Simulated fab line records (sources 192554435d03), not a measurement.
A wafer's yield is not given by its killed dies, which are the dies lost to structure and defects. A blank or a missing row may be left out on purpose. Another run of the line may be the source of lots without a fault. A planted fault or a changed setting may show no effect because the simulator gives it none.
Problem report in the 8D (eight disciplines) form, filled by code    flow n5_finfet    the parts of the form that need people (team, actions taken, sign-off) are left out

## 1. THE ISSUE
At N5_BEOL_M9_TRENCH_ETCH_37, bias_w averages 162.5 W over 9 wafers from 3 lots, while fault-free wafers read 185.0 W, standard deviation 0.58. Relative to the usual mean, that is a shift of -39 standard deviations.
The step: etches SiCOH lowk in C4F6/O2, target depth 151.43 nm, time 49 s.
The first sign was on wafer L701.1 at day 12 17:02, on rie_diel-01. The record holds 30 wafers of 11 lots with a number at this step. By rule, "out" or "out of limits" means more than 4 standard deviations away from the usual mean. The other wafers with a number count as sound.

## 2. WHAT IT IS AND WHAT IT IS NOT
question                     is                      is not
which readings at this step  bias_w                  drypump_motor_current_A, oes_product_au, rf_fwd_power_W, showerhead_plenum_p_Torr, throttle_valve_pct
which lots                   L700, L701, L703        L690, L691, L693, L704, L705, L706, L708, L711
which wafers of those lots   all that have a number  -
read on which tools          rie_diel-01             rie_diel-02, rie_diel-03
when                         from day 12 17:02       up to then (6 sound wafers); but 15 sound wafers of L704, L705, L706, L708, L711 came after

## 3. THE SUSPECTS, EACH WITH WHAT RULES IT OUT
Counting: any tool at a process step up to the reading is kept as a suspect provided that every lot that is out went through it and no sound lot did after the first of them.
- rie_diel-01 at N5_BEOL_M9_ETCH_66 (etches SOC in N2/H2, target depth 80 nm, overetch 16 nm, time 120 s): kept. It processed each lot that is out, first L701 at day 12 16:50, and no sound lot thereafter; up to then, the last sound lot it processed was L693 at day 11 08:18.
- rie_diel-01 at N5_BEOL_M9_TRENCH_ETCH_37 (etches SiCOH lowk in C4F6/O2, target depth 151.43 nm, time 49 s): kept. It processed each lot that is out, first L701 at day 12 17:02, and no sound lot thereafter; up to then, the last sound lot it processed was L693 at day 11 08:30. Its own bias_w readings are out on those wafers.
Left after counting: rie_diel-01 at N5_BEOL_M9_ETCH_66, rie_diel-01 at N5_BEOL_M9_TRENCH_ETCH_37.

## 4. THE CAUSE (what the simulator had put in)
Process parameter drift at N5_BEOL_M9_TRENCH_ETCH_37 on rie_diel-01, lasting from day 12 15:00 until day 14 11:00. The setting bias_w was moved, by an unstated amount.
This tool is one of the 2 suspects left after counting.

## 5. THE CHAIN OF EFFECTS, in route order
Each row: a reading whose mean over the struck wafers that have a number lies more than 3 standard deviations from the usual. Readings are gone through only where the record gives a usual standard deviation; hours: the median, over the lots, of the time from a lot's start at the first step in this table giving one to that lot's start at this step; sigmas: the change measured in usual standard deviations.
hours  step                       reading   usual    on struck wafers  change  sigmas
0      N5_BEOL_M9_TRENCH_ETCH_37  bias_w    185.0 W  162.5             -22.5   -39
0      N5_BEOL_M9_TRENCH_ETCH_37  rf_vpp_V  663 V    609               -54     -3.4
Here are the process steps it includes:
- N5_BEOL_M9_TRENCH_ETCH_37: etches SiCOH lowk in C4F6/O2, target depth 151.43 nm, time 49 s.
Later steps that measure or inspect, where all struck wafers having a row at the step show a number for every such reading and not one has moved that far: N5_BEOL_M9_OCD_MEAS_38.

## 6. HOW IT WOULD HAVE BEEN CAUGHT EARLIER
In this record no reading fell out of limits until day 12 17:02, 2 hours after the fault had begun at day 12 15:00.
